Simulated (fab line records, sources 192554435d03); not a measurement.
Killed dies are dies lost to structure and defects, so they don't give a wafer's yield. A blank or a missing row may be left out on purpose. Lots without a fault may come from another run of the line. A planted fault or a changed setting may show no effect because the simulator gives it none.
fab line records | flow n5_finfet
record lots=4 wafers=12 last_day=15
route steps=1938 shown BEOL_M1@833 BEOL_M2@841 BEOL_M4@1111
lots that met no fault: from a run of the same line without faults
start_h: hours from the record's first day to the start of the lot's first wafer shown | wait_h: hours since the lot's step before | " the same as in the row above | L1.1+2: a row that stands for several wafers | - no value, or no start given | * or withheld: withheld | < > ~ a bound
route shown NAME@n: a module of which the file shows steps, and the number in the route of the first | usual: mean/standard deviation of fault-free wafers | same: alike in all rows | chamber/n: place in a boat | sites: the reading at each site | _std_site: their standard deviation | _edge_site: outer sites' mean less inner sites' | radius_mm: how far each site lies from the wafer's centre | mask NAME#n: copy n | behind: the tool/chamber that last shaped the wafer | hold: why the lot was held/for how many hours/how that ended | device: the transistor (n, p or np) that didn't switch | end of line: the same wafers' tests at the end of the route | a step without rows: its recipe alone | killed: dies lost to structure and defects at the first sort, not the wafer's yield | map: a wafer's dies, x killed, . not, _ none there
set.NAME: the setting as run; set.NAME@STEP: as run at that earlier step | model.NAME: the simulator's own value behind a step, which no gauge read
lots at some steps of the route; a table a step, a row a wafer
services: from which hour (start_h, from the record's first day; less than 0 if before it) a tool's chamber was out of use, for how many hours, and why
## steps
# step N5_BEOL_M1_CMP_52
# recipe stop_on=SiOC t_overpolish_s=6.8 down_force_psi=1 platen_rpm=50 clearing_platen_down_force_psi=1.5 clearing_platen_rpm=50 post_cmp_clean=cu_alkaline target_thk_nm=40 clearing_platen_pad_velocity_m_s=0.99484 pad_velocity_m_s=0.99484
# step N5_BEOL_M1_PRE_CLEAN_60
# recipe gas=NH3/H2 time_s=15 temp_c=* rf_power_w=300
# step N5_BEOL_M1_CO_CAP_55
# recipe material=Co target_thk_a=20 temp_c=200 precursor=CCTBA/H2 pressure_torr=30 time_s=102.1
# step N5_BEOL_M1_PRE_CLEAN_56
# recipe gas=NH3 time_s=15 temp_c=withheld rf_power_w=300
# step N5_BEOL_M1_DEP_57
# recipe material=SiCN target_thk_a=80 temp_c=withheld precursor=3MS/NH3 pressure_torr=3 rf_w=202 time_s=14
# step N5_BEOL_M2_ILD_DEP_00
# recipe material=SiOC target_thk_a=790 temp_c=350 precursor=DEMS/O2 pressure_torr=5 rf_w=500 time_s=15.3
# step N5_BEOL_M2_PECVD_72
# recipe material=SiO2 target_thk_a=160 temp_c=400 precursor=TEOS/O2 pressure_torr=5.5 rf_w=450 teos_flow_sccm=53.8 gas=O2 flow_sccm=3000 time_s=18
# step N5_BEOL_M2_HM_DEP_02
# recipe material=TiN target_thk_a=200 temp_c=25 chamber_pressure_pa=0.49996
# step N5_BEOL_M2_COAT_61
# recipe resist=SOC temp_c=250 time_s=60 spin_rpm=1500 resist_thk_nm=60
# usual spin_speed_rpm=1499.9/1.2
# columns lot.wafer tool chamber start_h wait_h spin_speed_rpm model.SOC_of_BEOL_M2_COAT_61.thk_nm
L719.2 litho_track-02 0 163.27 0.1 1500.0 60.4
L719.5 " 0 " " 1499.1 60.2
L719.6 " 0 " " 1498.9 60
L720.1 litho_track-02 0 164.34 0.1 1546.2 59
L720.4 " 0 " " 1545.5 59.2
L720.5 " 0 " " 1546.1 59
L722.1 litho_track-02 0 182.66 0.1 1544.9 59
L722.2 " 0 " " 1545.1 59
L722.3 " 0 " " 1545.1 59
L727.2 litho_track-05 0 217.54 0.1 1498.3 60
L727.4 " 0 " " 1500.1 60
L727.5 " 0 " " 1499.7 60
# step N5_BEOL_M2_COAT_62
# recipe resist=SiARC temp_c=220 time_s=60 spin_rpm=1500 resist_thk_nm=12
# step N5_BEOL_M2_COAT_73
# recipe resist=underlayer temp_c=205 time_s=60 spin_rpm=1500 resist_thk_nm=5
# step N5_BEOL_M2_COAT_05
# recipe resist=CAR-EUV spin_rpm=1500 resist_thk_nm=30
# step N5_BEOL_M2_EBR_07
# recipe solvent=PGMEA ebr_width_mm=1.5
# step N5_BEOL_M2_SOFTBAKE_06
# recipe temp_c=110 time_s=60 resist=CAR-EUV
# step N5_BEOL_M2_EXPOSE_08
# recipe mask_id=M2 na=0.33 source_shape=dipole sigma_inner=0.369 sigma_outer=0.767 polarization=unpolarized dose_mj=41.25
# step N5_BEOL_M2_PEB_09
# recipe peb_temp_c=100 peb_time_s=60 resist=CAR-EUV
# step N5_BEOL_M2_DEVELOP_10
# recipe develop_time_s=30 developer=TMAH resist=CAR-EUV rinse_liquid=surfactant_rinse dry=air_spin dev_temp_c=23
# step N5_BEOL_M2_DESCUM_16
# recipe chemistry=O2 time_s=7 source_power_w=50 bias_power_w=20 pressure_mtorr=20 rf_frequency_hz=2.712e+07 temp_c=40 resist=CAR-EUV o2_flow_sccm=225
# step N5_BEOL_M2_ETCH_74
# recipe chemistry=N2/H2 target=underlayer target_depth_a=65 mask_material=CAR-EUV time_s=5.2 ion_energy_ev=200 pressure_mtorr=30 source_w=840 bias_w=150 n2_flow_sccm=200 h2_flow_sccm=200 ends=cleared
# step N5_BEOL_M2_ETCH_63
# recipe chemistry=CF4 target=SiARC target_depth_a=156 mask_material=CAR-EUV time_s=26 ion_energy_ev=80 pressure_mtorr=40 source_w=545 bias_w=36 Ar_flow_sccm=100 cf4_flow_sccm=100 ends=cleared
# step N5_BEOL_M2_ETCH_64
# recipe chemistry=N2/H2 target=SOC target_depth_a=750 overetch_a=225 mask_material=SiARC temp_c=40 time_s=121.9 ion_energy_ev=200 pressure_mtorr=30 source_w=840 bias_w=150 n2_flow_sccm=200 h2_flow_sccm=200
# usual drypump_motor_current_A=5.6/0.58 oes_product_au=0.59/0.065 rf_vpp_V=523.0/2.6 showerhead_plenum_p_Torr=2.52/0.082 throttle_valve_pct=17.8/0.3
# columns lot.wafer tool chamber start_h wait_h drypump_motor_current_A oes_product_au rf_hours_counter_h rf_vpp_V showerhead_plenum_p_Torr throttle_valve_pct model.etch.depth_nm
L719.2 rie_diel-01 0 164.37 0.0 4.9 0.62 104 521.7 2.46 17.9 60.41
L719.5 " 0 " " 4.9 0.61 - 521.0 2.46 17.9 60.28
L719.6 " 3 " " 5.3 0.52 - 522.5 2.52 18.1 60.06
L720.1 rie_diel-06 2 164.89 0.0 6.6 0.51 242 520.3 2.41 17.9 58.94
L720.4 " 0 " " 5.6 0.58 161 524.3 2.54 17.7 59.21
L720.5 " 3 " " 5.5 0.52 - 520.3 2.44 18.3 59.04
L722.1 rie_diel-01 0 183.14 0.0 4.9 0.60 110 521.5 2.46 17.9 59.04
L722.2 " 1 " " 5.0 0.57 163 524.5 2.54 17.8 59.02
L722.3 " 2 " " 6.4 0.62 69 526.2 2.57 17.2 59.09
L727.2 rie_diel-01 3 218.16 0.0 5.2 0.73 6 522.0 2.51 17.7 60.02
L727.4 " 1 " " 5.1 0.55 176 521.9 2.53 17.8 59.93
L727.5 " 0 " " 4.9 0.60 - 520.4 2.45 17.9 60.08
# step N5_BEOL_M2_STRIP_65
# recipe chemistry=N2/H2 temp_c=40 n2_flow_sccm=200 h2_flow_sccm=200 rf_frequency_hz=6e+07
# step N5_BEOL_M2_STRIP_75
# recipe chemistry=N2/H2 temp_c=40 n2_flow_sccm=200 h2_flow_sccm=200 rf_frequency_hz=6e+07
# step N5_BEOL_M2_STRIP_66
# recipe chemistry=CF4 resist=SiARC power_w=300 bias_power_w=75 pressure_mtorr=50 cf4_flow_sccm=150 rf_frequency_hz=6e+07
# step N5_BEOL_M2_HM_OPEN_17
# recipe chemistry=Cl2/BCl3 target_depth_a=200 overetch_a=60 target=TiN mask_material=SOC ion_energy_ev=150 pressure_mtorr=10 icp_w=1000 bias_w=126 Cl2_flow_sccm=53.25 bcl3_flow_sccm=21.75 Ar_flow_sccm=25
# usual drypump_motor_current_A=6.0/0.34 oes_product_au=0.65/0.077 throttle_valve_pct=22.06/0.17
# columns lot.wafer tool chamber start_h wait_h drypump_motor_current_A oes_product_au rf_hours_counter_h throttle_valve_pct model.SOC_of_BEOL_M2_COAT_61.thk_nm
L719.2 rie_metal-03 1 164.55 0.0 6.1 0.52 115 22.02 52.6
L719.5 " 0 " " 6.3 0.69 - 22.05 52.4
L719.6 " 1 " " 6.1 0.52 - 22.02 52.4
L720.1 rie_metal-01 1 165.06 0.0 6.1 0.69 30 22.24 51
L720.4 " 1 " " 6.1 0.69 - 22.23 51.4
L720.5 " 1 " " 6.2 0.69 - 22.21 51.2
L722.1 rie_metal-01 0 183.31 0.0 5.2 0.66 38 21.74 51
L722.2 " 1 " " 6.1 0.68 32 22.23 51.2
L722.3 " 0 " " 5.3 0.65 - 21.73 51
L727.2 rie_metal-01 1 218.33 0.0 6.1 0.68 35 22.25 52.2
L727.4 " 0 " " 5.3 0.66 - 21.74 51.8
L727.5 " 0 " " 5.3 0.65 - 21.75 52
# step N5_BEOL_M2_STRIP_19
# recipe chemistry=O2 power_w=400 temp_c=40 pressure_mtorr=30 rf_frequency_hz=6e+07 bias_power_w=0 overash_fraction=0.2 o2_flow_sccm=225
# step N5_BEOL_M4_RC_MEAS_101
# usual DIBL_N=36.0/1.8 DIBL_P=36.3/2.4 IOFF_N=0.16/0.035 IOFF_P=0.21/0.036 ION_N=673/13 ION_P=461/7.2 SS_N=71.4/0.6 SS_P=73.2/0.7 VT_N=250/4 VT_P=-250.9/2.9
# columns lot.wafer tool chamber start_h wait_h DIBL_N[mV/V] DIBL_P[mV/V] IOFF_N[nA/um] IOFF_P[nA/um] ION_N[uA/um] ION_P[uA/um] SS_N[mV/dec] SS_P[mV/dec] VT_N[mV] VT_P[mV]
L720.1 prober-01 0 215.04 0.0 35.6 36.2 0.14 0.18 672 458 71.8 73.1 251 -252.8
L720.4 " 0 " " 35.2 36.3 0.15 0.19 679 463 71.1 74.0 253 -249.2
L720.5 " 0 " " 36.9 38.8 0.17 0.23 680 467 72.2 74.6 248 -252.6
L719.2 prober-02 0 218.16 0.2 36.7 37.5 0.16 0.21 691 464 71.2 73.5 247 -251.3
L719.5 " 0 " " 34.4 35.3 0.12 0.17 674 464 71.1 72.7 254 -254.5
L719.6 " 0 " " 36.0 37.9 0.15 0.21 668 464 71.5 74.5 251 -252.8
L722.1 prober-01 0 220.82 0.0 35.0 36.7 0.15 0.17 666 447 71.3 72.6 248 -254.2
L722.2 " 0 " " 38.7 39.9 0.21 0.22 686 459 71.3 74.2 245 -250.4
L722.3 " 0 " " 36.5 38.6 0.16 0.21 670 456 71.4 73.8 248 -254.2
L727.2 prober-01 0 250.27 0.2 35.8 36.5 0.15 0.23 676 464 71.2 73.2 251 -247.1
L727.4 " 0 " " 35.6 35.1 0.15 0.21 662 458 71.7 72.4 251 -247.1
L727.5 " 0 " " 34.5 34.2 0.13 0.20 673 464 71.3 72.0 252 -248.3
## services
# columns tool chamber start_h hours kind
rie_metal-01 0 155.40 25.5 repair
rie_metal-03 - 162.48 0.4 repair
rie_diel-01 1 164.18 2.6 repair
rie_metal-03 - 177.06 1.4 pm
rie_diel-01 3 181.79 - clean
rie_diel-01 3 181.79 - consumable_replace:focus_ring
rie_diel-01 3 181.79 19.2 scheduled_down
rie_diel-01 3 181.79 19.2 vent_cycle
rie_diel-06 2 186.97 - clean
rie_diel-06 2 186.97 - consumable_replace:focus_ring
rie_diel-06 2 186.97 - consumable_replace:showerhead
rie_diel-06 2 186.97 13.7 scheduled_down
rie_diel-06 2 186.97 13.7 vent_cycle
litho_track-02 - 188.10 - consumable_replace:filter
## key
first_sign step=N5_BEOL_M2_COAT_61 reading=spin_speed_rpm direction=up sigmas=39 usual=* struck=*
effect none on later readings
model_effect step=N5_BEOL_M2_COAT_61 value=SOC_of_BEOL_M2_COAT_61.thk_nm without=59.97 struck=59.03
model_effect step=N5_BEOL_M2_ETCH_64 value=etch.depth_nm without=59.94 struck=59.05
model_effect step=N5_BEOL_M2_HM_OPEN_17 value=SOC_of_BEOL_M2_COAT_61.thk_nm without=51.93 struck=51.13
met_at N5_BEOL_M2_COAT_61
struck_wafers L720.1,L720.4,L720.5,L722.1,L722.2,L722.3
onset_between 163.27 164.34
fault kind=process_parameter_drift tool=litho_track-02 chamber=- onset_h=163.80 steps=N5_BEOL_M2_COAT_61 channel=spin_rpm offset=* shape=step end_h=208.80 acts_in=* stated=*
